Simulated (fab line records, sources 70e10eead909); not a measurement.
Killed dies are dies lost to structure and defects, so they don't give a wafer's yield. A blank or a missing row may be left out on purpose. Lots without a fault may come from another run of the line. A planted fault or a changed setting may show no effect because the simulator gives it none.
Which tool did it? | flow nand_harc | 12 lots, 36 wafers sampled, at 1 step of a route of 1159

WHAT THE GAUGES READ, wafer by wafer
NHARC_P_M1_CD_MEAS_09: target cd 130 nm.
lot  | measured     | on        | cd_nm (nm)
L077 | day 8 11:42  | cd_sem-03 | 130.1 130.0 130.6
L074 | day 8 15:15  | cd_sem-03 | 128.2 129.6 128.6
L081 | day 9 00:49  | cd_sem-03 | 129.9 129.6 128.6
L079 | day 9 03:11  | cd_sem-03 | 128.9 130.2 130.0
L083 | day 9 08:47  | cd_sem-01 | 129.8 130.2 129.9
L086 | day 9 13:33  | cd_sem-02 | 130.2 130.0 131.5
L087 | day 9 15:05  | cd_sem-02 | 129.9 129.6 130.2
L089 | day 10 01:56 | cd_sem-02 | 130.9 131.0 131.8
L092 | day 10 05:23 | cd_sem-01 | 130.2 130.3 129.4
L093 | day 10 14:54 | cd_sem-01 | 129.8 129.9 128.8
L095 | day 10 20:38 | cd_sem-02 | 130.0 130.4 130.2
L096 | day 11 11:43 | cd_sem-03 | 128.8 129.6 129.4

WHICH TOOL RAN EACH LOT (tool, then ch and the chambers of the sampled wafers, then the start)
The record holds no process step before these readings.

THE ANSWER, worked out from the rows above alone
Rule: what is usual is taken from the lots themselves. Put in order of their means at a reading, lots are off if they are a third of the lots or fewer, leave a main group of 4 or more, and stand apart from it by a gap of 3 or more times the standard deviation of the main group's means; of several such gaps the widest counts. A main group whose means are all the same, to the digits that the tables above print for the reading, isn't used. A lot without any number at a reading at which 4 lots or more have one is off too. The other lots that the step has rows for count as sound.
No lot is off at any reading shown: from this, nothing can be told.

WHAT THE SIMULATOR HAD PUT IN
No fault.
